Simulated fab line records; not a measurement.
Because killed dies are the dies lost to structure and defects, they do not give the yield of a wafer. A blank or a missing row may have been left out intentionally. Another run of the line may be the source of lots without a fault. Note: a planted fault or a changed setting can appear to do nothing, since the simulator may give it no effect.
fab line records || flow nand-harc || part 2 of 2: steps 24 to 35 of 35
record: {"lots": 5, "wafers": 15, "last-day": 25}
route steps=1159 shown A_CHANNEL_HOLE_D1@478 A_CHANNEL_FILL_D1@490
lots with no fault: from the same line, run without faults
start-h: hours from the record's opening day to when the first of the lot's shown wafers began || wait-h: how many hours have passed since the lot's step before this one || " the same as in the row above || L1.1+2: several wafers, shown together as one row || - value missing, or start not given || * or withheld: withheld || < > ~ a bound
route shown NAME@n: NAME is a module with steps in the file, n the number in the route of the first one || usual: the fault-free wafers' mean and standard deviation || same: alike in all rows || chamber/n: place in a boat || sites: the reading at each site || _std_site: how widely they spread, as a standard deviation || _edge_site: inner sites' mean taken away from outer sites' mean || radius-mm: how far each site lies from the wafer's centre || mask NAME#n: copy n || behind: tool/chamber where the wafer was last shaped || hold: cause of the lot's hold/its duration in hours/its outcome || device: transistor that didn't switch, given as n, p or np || end of line: tests run on the same wafers once the route is complete || a step without rows: its recipe alone || killed: the dies lost at the first sort to structure and to defects; this is not the yield of the wafer || map: shows each die of a wafer: x if killed, . if not, _ if none is there
set.NAME: the setting the step ran with; set.NAME@STEP: the setting that earlier step ran with || model.NAME: the simulator's own value behind a step, which no gauge read
lots seen at some steps along the route; tables by step, rows by wafer
services: from which hour (start-h, from the record's first day; less than 0 if before it) a tool's chamber was out of use, for how many hours, and why
== steps ==
step: NHARC_A_CHANNEL_FILL_D1_STRIP_28
recipe: {"time-s": 20, "o2-flow-sccm": 500, "ar-flow-sccm": 0, "bias-w": 0, "chemistry": "O2"}
usual: {"drypump-motor-current-A": "6.0/0.32", "oes-product-au": "0.999/0.011", "rf-vpp-V": "57.8/0.82", "showerhead-plenum-p-Torr": "3.55/0.15", "throttle-valve-pct": "17.037/0.0083"}
{"lot.wafer": "L079.3", "tool": "rie-diel-08", "chamber": 2, "start-h": 224.90, "wait-h": 0.1, "drypump-motor-current-A": 4.9, "oes-product-au": 0.984, "rf-hours-counter-h": 19, "rf-vpp-V": 58.1, "showerhead-plenum-p-Torr": 3.74, "throttle-valve-pct": 17.040}
{"lot.wafer": "L079.2", "tool": "rie-diel-08", "chamber": 3, "start-h": 224.90, "wait-h": 0.1, "drypump-motor-current-A": 6.2, "oes-product-au": 1.004, "rf-hours-counter-h": 18, "rf-vpp-V": 57.4, "showerhead-plenum-p-Torr": 3.38, "throttle-valve-pct": 17.035}
{"lot.wafer": "L079.6", "tool": "rie-diel-08", "chamber": 2, "start-h": 224.90, "wait-h": 0.1, "drypump-motor-current-A": 4.9, "oes-product-au": 0.999, "rf-hours-counter-h": "-", "rf-vpp-V": 59.3, "showerhead-plenum-p-Torr": 3.74, "throttle-valve-pct": 17.020}
{"lot.wafer": "L086.4", "tool": "rie-diel-10", "chamber": 0, "start-h": 280.09, "wait-h": 0.1, "drypump-motor-current-A": 6.1, "oes-product-au": 1.021, "rf-hours-counter-h": 2, "rf-vpp-V": 57.7, "showerhead-plenum-p-Torr": 3.55, "throttle-valve-pct": 17.044}
{"lot.wafer": "L086.1", "tool": "rie-diel-10", "chamber": 1, "start-h": 280.09, "wait-h": 0.1, "drypump-motor-current-A": 5.7, "oes-product-au": 1.012, "rf-hours-counter-h": 2, "rf-vpp-V": 58.3, "showerhead-plenum-p-Torr": 3.80, "throttle-valve-pct": 17.038}
{"lot.wafer": "L086.6", "tool": "rie-diel-10", "chamber": 0, "start-h": 280.09, "wait-h": 0.1, "drypump-motor-current-A": 6.1, "oes-product-au": 1.006, "rf-hours-counter-h": "-", "rf-vpp-V": 57.3, "showerhead-plenum-p-Torr": 3.55, "throttle-valve-pct": 17.047}
{"lot.wafer": "L089.4", "tool": "rie-diel-10", "chamber": 0, "start-h": 297.95, "wait-h": 0.1, "drypump-motor-current-A": 6.1, "oes-product-au": 1.003, "rf-hours-counter-h": 3, "rf-vpp-V": 57.1, "showerhead-plenum-p-Torr": 3.55, "throttle-valve-pct": 17.028}
{"lot.wafer": "L089.2", "tool": "rie-diel-10", "chamber": 1, "start-h": 297.95, "wait-h": 0.1, "drypump-motor-current-A": 5.8, "oes-product-au": 1.001, "rf-hours-counter-h": 3, "rf-vpp-V": 58.0, "showerhead-plenum-p-Torr": 3.80, "throttle-valve-pct": 17.044}
{"lot.wafer": "L089.1", "tool": "rie-diel-10", "chamber": 2, "start-h": 297.95, "wait-h": 0.1, "drypump-motor-current-A": 6.1, "oes-product-au": 0.995, "rf-hours-counter-h": 3, "rf-vpp-V": 58.9, "showerhead-plenum-p-Torr": 3.36, "throttle-valve-pct": 17.025}
{"lot.wafer": "L097.4", "tool": "rie-diel-10", "chamber": 1, "start-h": 340.22, "wait-h": 0.1, "drypump-motor-current-A": 5.8, "oes-product-au": 0.994, "rf-hours-counter-h": 4, "rf-vpp-V": 59.1, "showerhead-plenum-p-Torr": 3.80, "throttle-valve-pct": 17.043}
{"lot.wafer": "L097.3", "tool": "rie-diel-10", "chamber": 3, "start-h": 340.22, "wait-h": 0.1, "drypump-motor-current-A": 6.2, "oes-product-au": 1.012, "rf-hours-counter-h": 4, "rf-vpp-V": 57.5, "showerhead-plenum-p-Torr": 3.53, "throttle-valve-pct": 17.027}
{"lot.wafer": "L097.5", "tool": "rie-diel-10", "chamber": 1, "start-h": 340.22, "wait-h": 0.1, "drypump-motor-current-A": 5.8, "oes-product-au": 0.995, "rf-hours-counter-h": "-", "rf-vpp-V": 58.5, "showerhead-plenum-p-Torr": 3.80, "throttle-valve-pct": 17.044}
{"lot.wafer": "L095.2", "tool": "rie-diel-10", "chamber": 3, "start-h": 347.25, "wait-h": 0.1, "drypump-motor-current-A": 6.2, "oes-product-au": 1.004, "rf-hours-counter-h": 4, "rf-vpp-V": 56.3, "showerhead-plenum-p-Torr": 3.53, "throttle-valve-pct": 17.023}
{"lot.wafer": "L095.4", "tool": "rie-diel-10", "chamber": 0, "start-h": 347.25, "wait-h": 0.1, "drypump-motor-current-A": 6.1, "oes-product-au": 0.995, "rf-hours-counter-h": 4, "rf-vpp-V": 56.4, "showerhead-plenum-p-Torr": 3.55, "throttle-valve-pct": 17.026}
{"lot.wafer": "L095.6", "tool": "rie-diel-10", "chamber": 2, "start-h": 347.25, "wait-h": 0.1, "drypump-motor-current-A": 6.1, "oes-product-au": 0.993, "rf-hours-counter-h": "-", "rf-vpp-V": 57.4, "showerhead-plenum-p-Torr": 3.36, "throttle-valve-pct": 17.041}
step: NHARC_A_CHANNEL_FILL_D1_PRECLEAN_21
recipe: {"time-s": 30, "chemistry": "dHF"}
{"lot.wafer": "L079.2+3+6", "tool": "wet-bench-02", "chamber": "1,2,5", "start-h": 225.01, "wait-h": "-"}
{"lot.wafer": "L086.4+1+6", "tool": "wet-bench-03", "chamber": "1,4,6", "start-h": 280.18, "wait-h": "-"}
{"lot.wafer": "L089.4+2+1", "tool": "wet-bench-02", "chamber": "4,5,1", "start-h": 298.05, "wait-h": "-"}
{"lot.wafer": "L097.3+4+5", "tool": "wet-bench-03", "chamber": "3,5,7", "start-h": 340.32, "wait-h": "-"}
{"lot.wafer": "L095.4+2+6", "tool": "wet-bench-04", "chamber": "6,0,2", "start-h": 347.35, "wait-h": "-"}
step: NHARC_A_CHANNEL_FILL_D1_SRD_23
{"lot.wafer": "L079.2+3+6", "tool": "wet-bench-02", "chamber": "1,2,5", "start-h": 225.03, "wait-h": 0.0}
{"lot.wafer": "L086.4+1+6", "tool": "wet-bench-03", "chamber": "1,4,6", "start-h": 280.21, "wait-h": 0.0}
{"lot.wafer": "L089.4+2+1", "tool": "wet-bench-02", "chamber": "4,5,1", "start-h": 298.08, "wait-h": 0.0}
{"lot.wafer": "L097.3+4+5", "tool": "wet-bench-03", "chamber": "3,5,7", "start-h": 340.35, "wait-h": 0.0}
{"lot.wafer": "L095.4+2+6", "tool": "wet-bench-04", "chamber": "6,0,2", "start-h": 347.37, "wait-h": 0.0}
step: NHARC_A_CHANNEL_FILL_D1_CVD_05
recipe: {"target-thk-a": 50, "temp-c": 550, "material": "poly-Si"}
{"lot.wafer": "L079.2+3+6", "tool": "lpcvd-poly-03", "chamber": 0, "start-h": 227.45, "wait-h": 2.4}
{"lot.wafer": "L086.1+4+6", "tool": "lpcvd-poly-01", "chamber": 0, "start-h": 283.00, "wait-h": 2.8}
{"lot.wafer": "L089.1+2+4", "tool": "lpcvd-poly-01", "chamber": 0, "start-h": 302.02, "wait-h": 3.9}
{"lot.wafer": "L097.3+4+5", "tool": "lpcvd-poly-02", "chamber": 0, "start-h": 342.78, "wait-h": 2.4}
{"lot.wafer": "L095.2+4+6", "tool": "lpcvd-poly-02", "chamber": 0, "start-h": 349.80, "wait-h": 2.4}
step: NHARC_A_CHANNEL_FILL_D1_ANNEAL_22
recipe: {"temp-c": 620, "time-s": 7200}
{"lot.wafer": "L079.2+3+6", "tool": "furnace-07", "chamber": 0, "start-h": 232.51, "wait-h": 3.3}
{"lot.wafer": "L086.1+4+6", "tool": "furnace-07", "chamber": 0, "start-h": 288.11, "wait-h": 3.3}
{"lot.wafer": "L089.1+2+4", "tool": "furnace-01", "chamber": 0, "start-h": 307.12, "wait-h": 3.3}
{"lot.wafer": "L097.3+4+5", "tool": "furnace-01", "chamber": 0, "start-h": 347.86, "wait-h": 3.3}
{"lot.wafer": "L095.2+4+6", "tool": "furnace-07", "chamber": 0, "start-h": 354.91, "wait-h": 3.3}
step: NHARC_A_CHANNEL_FILL_D1_ALD_25
recipe: {"target-thk-a": 600, "pulse-time-s": 10, "ald-cycles": 600, "temp-c": 300, "material": "SiOx"}
usual: {"heater-power-w": "495/36", "precursor-pulse-height-rel": "1.000/0.019"}
same: {"ald-cycles": 600}
{"lot.wafer": "L079.2", "tool": "ald-hk-03", "chamber": 0, "start-h": 236.65, "wait-h": 0.2, "heater-power-w": 499, "precursor-pulse-height-rel": 0.991}
{"lot.wafer": "L079.3", "tool": "ald-hk-03", "chamber": 3, "start-h": 238.48, "wait-h": 2.0, "heater-power-w": 523, "precursor-pulse-height-rel": 0.999}
{"lot.wafer": "L079.6", "tool": "ald-hk-03", "chamber": 1, "start-h": 239.70, "wait-h": 3.3, "heater-power-w": 537, "precursor-pulse-height-rel": 0.997}
{"lot.wafer": "L086.4", "tool": "ald-hk-02", "chamber": 3, "start-h": 293.44, "wait-h": 1.3, "heater-power-w": 545, "precursor-pulse-height-rel": 1.023}
{"lot.wafer": "L086.1", "tool": "ald-hk-02", "chamber": 0, "start-h": 293.44, "wait-h": 1.3, "heater-power-w": 505, "precursor-pulse-height-rel": 1.015}
{"lot.wafer": "L086.6", "tool": "ald-hk-02", "chamber": 1, "start-h": 293.44, "wait-h": 1.3, "heater-power-w": 527, "precursor-pulse-height-rel": 0.960}
{"lot.wafer": "L089.1", "tool": "ald-hk-03", "chamber": 3, "start-h": 311.12, "wait-h": 0.1, "heater-power-w": 505, "precursor-pulse-height-rel": 0.982}
{"lot.wafer": "L089.2", "tool": "ald-hk-03", "chamber": 0, "start-h": 311.12, "wait-h": 0.1, "heater-power-w": 491, "precursor-pulse-height-rel": 1.003}
{"lot.wafer": "L089.4", "tool": "ald-hk-03", "chamber": 1, "start-h": 311.12, "wait-h": 0.1, "heater-power-w": 549, "precursor-pulse-height-rel": 0.980}
{"lot.wafer": "L097.3", "tool": "ald-hk-03", "chamber": 2, "start-h": 352.13, "wait-h": 0.3, "heater-power-w": 492, "precursor-pulse-height-rel": 1.005}
{"lot.wafer": "L097.4", "tool": "ald-hk-03", "chamber": 0, "start-h": 353.38, "wait-h": 1.5, "heater-power-w": 493, "precursor-pulse-height-rel": 1.032}
{"lot.wafer": "L097.5", "tool": "ald-hk-03", "chamber": 2, "start-h": 354.62, "wait-h": 2.8, "heater-power-w": 488, "precursor-pulse-height-rel": 0.990}
{"lot.wafer": "L095.4", "tool": "ald-hk-03", "chamber": 3, "start-h": 360.25, "wait-h": 1.3, "heater-power-w": 509, "precursor-pulse-height-rel": 0.972}
{"lot.wafer": "L095.2", "tool": "ald-hk-03", "chamber": 0, "start-h": 360.25, "wait-h": 1.3, "heater-power-w": 477, "precursor-pulse-height-rel": 0.992}
{"lot.wafer": "L095.6", "tool": "ald-hk-03", "chamber": 1, "start-h": 360.25, "wait-h": 1.3, "heater-power-w": 517, "precursor-pulse-height-rel": 1.018}
step: NHARC_A_CHANNEL_FILL_D1_ETCHBACK_08
recipe: {"target-depth-a": 2200, "time-s": 110, "c4f8-flow-sccm": 20, "ar-flow-sccm": "withheld", "rf-w": 600, "bias-w": 300, "chemistry": "C4F8"}
usual: {"oes-product-au": "0.97/0.034", "rf-vpp-V": "440.9/2.8"}
{"lot.wafer": "L079.3", "tool": "rie-diel-10", "chamber": 1, "start-h": "-", "wait-h": "-", "oes-product-au": 0.99, "rf-hours-counter-h": 1, "rf-vpp-V": 445.5}
{"lot.wafer": "L079.2", "tool": "rie-diel-10", "chamber": 2, "start-h": "-", "wait-h": "-", "oes-product-au": 0.98, "rf-hours-counter-h": 1, "rf-vpp-V": 437.7}
{"lot.wafer": "L079.6", "tool": "rie-diel-10", "chamber": 3, "start-h": "-", "wait-h": "-", "oes-product-au": 1.00, "rf-hours-counter-h": "-", "rf-vpp-V": 440.3}
{"lot.wafer": "L086.1", "tool": "rie-diel-09", "chamber": 2, "start-h": "-", "wait-h": "-", "oes-product-au": 1.00, "rf-hours-counter-h": 2, "rf-vpp-V": 438.9}
{"lot.wafer": "L086.6", "tool": "rie-diel-09", "chamber": 3, "start-h": "-", "wait-h": "-", "oes-product-au": 1.00, "rf-hours-counter-h": "-", "rf-vpp-V": 440.6}
{"lot.wafer": "L086.4", "tool": "rie-diel-09", "chamber": 1, "start-h": "-", "wait-h": "-", "oes-product-au": 0.99, "rf-hours-counter-h": "-", "rf-vpp-V": 439.2}
{"lot.wafer": "L089.1", "tool": "rie-diel-09", "chamber": 0, "start-h": "-", "wait-h": "-", "oes-product-au": 0.99, "rf-hours-counter-h": 1, "rf-vpp-V": 443.4}
{"lot.wafer": "L089.2", "tool": "rie-diel-09", "chamber": 2, "start-h": "-", "wait-h": "-", "oes-product-au": 1.00, "rf-hours-counter-h": 2, "rf-vpp-V": 439.0}
{"lot.wafer": "L089.4", "tool": "rie-diel-09", "chamber": 0, "start-h": "-", "wait-h": "-", "oes-product-au": 0.98, "rf-hours-counter-h": "-", "rf-vpp-V": 445.9}
{"lot.wafer": "L097.3", "tool": "rie-diel-08", "chamber": 2, "start-h": "-", "wait-h": "-", "oes-product-au": 1.01, "rf-hours-counter-h": 11, "rf-vpp-V": 445.6}
{"lot.wafer": "L097.5", "tool": "rie-diel-08", "chamber": 2, "start-h": "-", "wait-h": "-", "oes-product-au": 0.99, "rf-hours-counter-h": "-", "rf-vpp-V": 445.1}
{"lot.wafer": "L097.4", "tool": "rie-diel-08", "chamber": 1, "start-h": "-", "wait-h": "-", "oes-product-au": 0.99, "rf-hours-counter-h": "-", "rf-vpp-V": 437.9}
{"lot.wafer": "L095.4", "tool": "rie-diel-10", "chamber": 2, "start-h": "-", "wait-h": "-", "oes-product-au": 0.98, "rf-hours-counter-h": 0, "rf-vpp-V": 437.4}
{"lot.wafer": "L095.2", "tool": "rie-diel-10", "chamber": 0, "start-h": "-", "wait-h": "-", "oes-product-au": 1.01, "rf-hours-counter-h": 0, "rf-vpp-V": 440.9}
{"lot.wafer": "L095.6", "tool": "rie-diel-10", "chamber": 3, "start-h": "-", "wait-h": "-", "oes-product-au": 1.01, "rf-hours-counter-h": "-", "rf-vpp-V": 439.2}
step: NHARC_A_CHANNEL_FILL_D1_STRIP_29
recipe: {"time-s": 20, "o2-flow-sccm": 500, "ar-flow-sccm": 0, "bias-w": 0, "chemistry": "O2"}
usual: {"drypump-motor-current-A": "6.0/0.35", "oes-product-au": "0.999/0.012", "rf-vpp-V": "57.7/0.89", "showerhead-plenum-p-Torr": "3.53/0.14", "throttle-valve-pct": "17.036/0.0091"}
{"lot.wafer": "L079.2", "tool": "rie-diel-10", "chamber": 2, "start-h": "-", "wait-h": "-", "drypump-motor-current-A": 6.1, "oes-product-au": 0.996, "rf-hours-counter-h": 1, "rf-vpp-V": 57.6, "showerhead-plenum-p-Torr": 3.36, "throttle-valve-pct": 17.021}
{"lot.wafer": "L079.3", "tool": "rie-diel-10", "chamber": 0, "start-h": "-", "wait-h": "-", "drypump-motor-current-A": 6.1, "oes-product-au": 1.005, "rf-hours-counter-h": 1, "rf-vpp-V": 59.3, "showerhead-plenum-p-Torr": 3.55, "throttle-valve-pct": 17.045}
{"lot.wafer": "L079.6", "tool": "rie-diel-10", "chamber": 2, "start-h": "-", "wait-h": "-", "drypump-motor-current-A": 6.1, "oes-product-au": 0.996, "rf-hours-counter-h": "-", "rf-vpp-V": 58.6, "showerhead-plenum-p-Torr": 3.36, "throttle-valve-pct": 17.034}
{"lot.wafer": "L086.1", "tool": "rie-diel-09", "chamber": 3, "start-h": 297.93, "wait-h": 0.1, "drypump-motor-current-A": 6.3, "oes-product-au": 1.018, "rf-hours-counter-h": 2, "rf-vpp-V": 58.6, "showerhead-plenum-p-Torr": 3.50, "throttle-valve-pct": 17.042}
{"lot.wafer": "L086.4", "tool": "rie-diel-09", "chamber": 2, "start-h": 297.93, "wait-h": 0.1, "drypump-motor-current-A": 5.5, "oes-product-au": 0.993, "rf-hours-counter-h": "-", "rf-vpp-V": 57.8, "showerhead-plenum-p-Torr": 3.42, "throttle-valve-pct": 17.020}
{"lot.wafer": "L086.6", "tool": "rie-diel-09", "chamber": 3, "start-h": 297.93, "wait-h": 0.1, "drypump-motor-current-A": 6.3, "oes-product-au": 1.009, "rf-hours-counter-h": "-", "rf-vpp-V": 57.3, "showerhead-plenum-p-Torr": 3.50, "throttle-valve-pct": 17.044}
{"lot.wafer": "L089.1", "tool": "rie-diel-09", "chamber": 2, "start-h": 316.90, "wait-h": 0.2, "drypump-motor-current-A": 5.5, "oes-product-au": 0.994, "rf-hours-counter-h": 2, "rf-vpp-V": 57.2, "showerhead-plenum-p-Torr": 3.42, "throttle-valve-pct": 17.037}
{"lot.wafer": "L089.2", "tool": "rie-diel-09", "chamber": 1, "start-h": 316.90, "wait-h": 0.2, "drypump-motor-current-A": 5.4, "oes-product-au": 0.968, "rf-hours-counter-h": 2, "rf-vpp-V": 56.6, "showerhead-plenum-p-Torr": 3.46, "throttle-valve-pct": 17.024}
{"lot.wafer": "L089.4", "tool": "rie-diel-09", "chamber": 0, "start-h": 316.90, "wait-h": 0.2, "drypump-motor-current-A": 6.4, "oes-product-au": 0.994, "rf-hours-counter-h": "-", "rf-vpp-V": 58.0, "showerhead-plenum-p-Torr": 3.70, "throttle-valve-pct": 17.021}
{"lot.wafer": "L097.3", "tool": "rie-diel-08", "chamber": 2, "start-h": 357.90, "wait-h": 0.2, "drypump-motor-current-A": 4.9, "oes-product-au": 1.003, "rf-hours-counter-h": 11, "rf-vpp-V": 59.7, "showerhead-plenum-p-Torr": 3.72, "throttle-valve-pct": 17.034}
{"lot.wafer": "L097.4", "tool": "rie-diel-08", "chamber": 2, "start-h": 357.90, "wait-h": 0.2, "drypump-motor-current-A": 4.9, "oes-product-au": 1.000, "rf-hours-counter-h": "-", "rf-vpp-V": 58.4, "showerhead-plenum-p-Torr": 3.72, "throttle-valve-pct": 17.028}
{"lot.wafer": "L097.5", "tool": "rie-diel-08", "chamber": 1, "start-h": 357.90, "wait-h": 0.2, "drypump-motor-current-A": 6.1, "oes-product-au": 0.988, "rf-hours-counter-h": "-", "rf-vpp-V": 56.4, "showerhead-plenum-p-Torr": 3.45, "throttle-valve-pct": 17.046}
{"lot.wafer": "L095.4", "tool": "rie-diel-10", "chamber": 1, "start-h": "-", "wait-h": "-", "drypump-motor-current-A": 5.7, "oes-product-au": 0.999, "rf-hours-counter-h": 0, "rf-vpp-V": 58.6, "showerhead-plenum-p-Torr": 3.80, "throttle-valve-pct": 17.043}
{"lot.wafer": "L095.2", "tool": "rie-diel-10", "chamber": 2, "start-h": "-", "wait-h": "-", "drypump-motor-current-A": 6.0, "oes-product-au": 0.977, "rf-hours-counter-h": 0, "rf-vpp-V": 57.3, "showerhead-plenum-p-Torr": 3.36, "throttle-valve-pct": 17.028}
{"lot.wafer": "L095.6", "tool": "rie-diel-10", "chamber": 0, "start-h": "-", "wait-h": "-", "drypump-motor-current-A": 6.2, "oes-product-au": 0.994, "rf-hours-counter-h": "-", "rf-vpp-V": 57.1, "showerhead-plenum-p-Torr": 3.55, "throttle-valve-pct": 17.034}
step: NHARC_A_CHANNEL_FILL_D1_PRECLEAN_30
recipe: {"time-s": 30, "chemistry": "dHF"}
{"lot.wafer": "L079.6+3+2", "tool": "wet-bench-02", "chamber": "1,4,5", "start-h": 242.42, "wait-h": "-"}
{"lot.wafer": "L086.4+6+1", "tool": "wet-bench-03", "chamber": "5,7,0", "start-h": 298.04, "wait-h": "-"}
{"lot.wafer": "L089.4+2+1", "tool": "wet-bench-03", "chamber": "3,4,6", "start-h": 317.01, "wait-h": "-"}
{"lot.wafer": "L097.5+3+4", "tool": "wet-bench-03", "chamber": "7,0,3", "start-h": 358.00, "wait-h": "-"}
{"lot.wafer": "L095.2+6+4", "tool": "wet-bench-04", "chamber": "0,1,2", "start-h": 364.81, "wait-h": "-"}
step: NHARC_A_CHANNEL_FILL_D1_SRD_31
{"lot.wafer": "L079.6+3+2", "tool": "wet-bench-02", "chamber": "1,4,5", "start-h": 242.45, "wait-h": 0.0}
{"lot.wafer": "L086.4+6+1", "tool": "wet-bench-03", "chamber": "5,7,0", "start-h": 298.06, "wait-h": 0.0}
{"lot.wafer": "L089.4+2+1", "tool": "wet-bench-03", "chamber": "3,4,6", "start-h": 317.04, "wait-h": 0.0}
{"lot.wafer": "L097.5+3+4", "tool": "wet-bench-03", "chamber": "7,0,3", "start-h": 358.03, "wait-h": 0.0}
{"lot.wafer": "L095.2+6+4", "tool": "wet-bench-04", "chamber": "0,1,2", "start-h": 364.84, "wait-h": 0.0}
step: NHARC_A_CHANNEL_FILL_D1_CVD_09
recipe: {"target-thk-a": 1500, "temp-c": 620, "pressure-mtorr": 200, "time-s": 3000, "material": "poly-Si"}
{"lot.wafer": "L079.2+3+6", "tool": "lpcvd-poly-01", "chamber": 0, "start-h": 244.70, "wait-h": 2.2}
{"lot.wafer": "L086.1+4+6", "tool": "lpcvd-poly-02", "chamber": 0, "start-h": 300.46, "wait-h": 2.4}
{"lot.wafer": "L089.1+2+4", "tool": "lpcvd-poly-01", "chamber": 0, "start-h": 319.29, "wait-h": 2.3}
{"lot.wafer": "L097.3+4+5", "tool": "lpcvd-poly-01", "chamber": 0, "start-h": 360.28, "wait-h": 2.3}
{"lot.wafer": "L095.2+4+6", "tool": "lpcvd-poly-02", "chamber": 0, "start-h": 367.27, "wait-h": 2.4}
step: NHARC_A_CHANNEL_FILL_D1_CMP_10
recipe: {"target-thk-nm": 150}
usual: {"motor-current-A": "12.0/1.1", "time-to-endpoint-s": "15.3/2.3"}
{"lot.wafer": "L079.3", "tool": "cmp-04", "chamber": 2, "start-h": 247.86, "wait-h": 0.4, "motor-current-A": 13.0, "time-to-endpoint-s": 12.6}
{"lot.wafer": "L079.2", "tool": "cmp-04", "chamber": 1, "start-h": 247.86, "wait-h": 0.4, "motor-current-A": 10.5, "time-to-endpoint-s": 14.3}
{"lot.wafer": "L079.6", "tool": "cmp-04", "chamber": 3, "start-h": 247.86, "wait-h": 0.4, "motor-current-A": 10.6, "time-to-endpoint-s": 16.7}
{"lot.wafer": "L086.4", "tool": "cmp-03", "chamber": 1, "start-h": 303.68, "wait-h": 0.4, "motor-current-A": 11.4, "time-to-endpoint-s": 18.6}
{"lot.wafer": "L086.1", "tool": "cmp-03", "chamber": 2, "start-h": 303.68, "wait-h": 0.4, "motor-current-A": 12.3, "time-to-endpoint-s": 17.6}
{"lot.wafer": "L086.6", "tool": "cmp-03", "chamber": 0, "start-h": 303.68, "wait-h": 0.4, "motor-current-A": 12.7, "time-to-endpoint-s": 13.5}
{"lot.wafer": "L089.1", "tool": "cmp-03", "chamber": 3, "start-h": 322.53, "wait-h": 0.4, "motor-current-A": 13.8, "time-to-endpoint-s": 17.6}
{"lot.wafer": "L089.2", "tool": "cmp-03", "chamber": 0, "start-h": 322.53, "wait-h": 0.4, "motor-current-A": 12.0, "time-to-endpoint-s": 12.7}
{"lot.wafer": "L089.4", "tool": "cmp-03", "chamber": 1, "start-h": 322.53, "wait-h": 0.4, "motor-current-A": 11.7, "time-to-endpoint-s": 14.8}
{"lot.wafer": "L097.4", "tool": "cmp-04", "chamber": 2, "start-h": 363.48, "wait-h": 0.4, "motor-current-A": 12.4, "time-to-endpoint-s": 15.8}
{"lot.wafer": "L097.3", "tool": "cmp-04", "chamber": 3, "start-h": 363.48, "wait-h": 0.4, "motor-current-A": 11.2, "time-to-endpoint-s": 18.4}
{"lot.wafer": "L097.5", "tool": "cmp-04", "chamber": 2, "start-h": 363.48, "wait-h": 0.4, "motor-current-A": 12.3, "time-to-endpoint-s": 16.5}
{"lot.wafer": "L095.4", "tool": "cmp-04", "chamber": 0, "start-h": 370.47, "wait-h": 0.4, "motor-current-A": 13.7, "time-to-endpoint-s": 12.1}
{"lot.wafer": "L095.2", "tool": "cmp-04", "chamber": 1, "start-h": 370.47, "wait-h": 0.4, "motor-current-A": 11.2, "time-to-endpoint-s": 13.6}
{"lot.wafer": "L095.6", "tool": "cmp-04", "chamber": 3, "start-h": 370.47, "wait-h": 0.4, "motor-current-A": 10.6, "time-to-endpoint-s": 17.5}
== services ==
{"tool": "rie-diel-10", "chamber": "-", "start-h": 176.50, "hours": 9.0, "kind": "pm"}
{"tool": "ald-hk-04", "chamber": "-", "start-h": 178.42, "hours": 0.6, "kind": "repair"}
{"tool": "wet-bench-02", "chamber": "-", "start-h": 180.00, "hours": 8.0, "kind": "pm"}
{"tool": "rie-si-06", "chamber": "-", "start-h": 183.00, "hours": 9.0, "kind": "pm"}
{"tool": "rie-diel-11", "chamber": "-", "start-h": 189.50, "hours": 9.0, "kind": "pm"}
{"tool": "wet-bench-09", "chamber": "-", "start-h": 209.53, "hours": 1.0, "kind": "repair"}
{"tool": "ald-hk-03", "chamber": "-", "start-h": 211.35, "hours": 1.1, "kind": "repair"}
{"tool": "rie-diel-11", "chamber": "-", "start-h": 215.80, "hours": 2.6, "kind": "repair"}
{"tool": "rie-diel-08", "chamber": 0, "start-h": 222.34, "hours": 17.2, "kind": "repair"}
{"tool": "rie-diel-10", "chamber": 0, "start-h": 224.04, "hours": 5.8, "kind": "repair"}
{"tool": "rie-diel-08", "chamber": "-", "start-h": 227.69, "hours": 1.1, "kind": "repair"}
{"tool": "wet-bench-02", "chamber": "-", "start-h": 228.22, "hours": 1.0, "kind": "repair"}
{"tool": "rie-diel-13", "chamber": "-", "start-h": 230.35, "hours": 0.8, "kind": "repair"}
{"tool": "rie-diel-13", "chamber": 1, "start-h": 233.97, "hours": 10.8, "kind": "repair"}
{"tool": "rie-diel-08", "chamber": "-", "start-h": 240.22, "hours": 1.5, "kind": "repair"}
{"tool": "rie-diel-13", "chamber": "-", "start-h": 276.23, "hours": 9.0, "kind": "pm"}
{"tool": "wet-bench-03", "chamber": "-", "start-h": 322.40, "hours": 8.0, "kind": "pm"}
{"tool": "rie-diel-02", "chamber": "-", "start-h": 327.70, "hours": 9.0, "kind": "pm"}
{"tool": "rie-diel-11", "chamber": 3, "start-h": 337.69, "hours": 2.8, "kind": "repair"}
{"tool": "rie-diel-02", "chamber": 1, "start-h": 344.12, "hours": 2.8, "kind": "repair"}
{"tool": "rie-diel-11", "chamber": 3, "start-h": 344.24, "hours": 1.4, "kind": "repair"}
{"tool": "rie-diel-10", "chamber": "-", "start-h": 353.50, "hours": 9.0, "kind": "pm"}
{"tool": "wet-bench-02", "chamber": "-", "start-h": 356.00, "hours": 8.0, "kind": "pm"}
{"tool": "rie-diel-11", "chamber": "-", "start-h": 366.50, "hours": 9.0, "kind": "pm"}
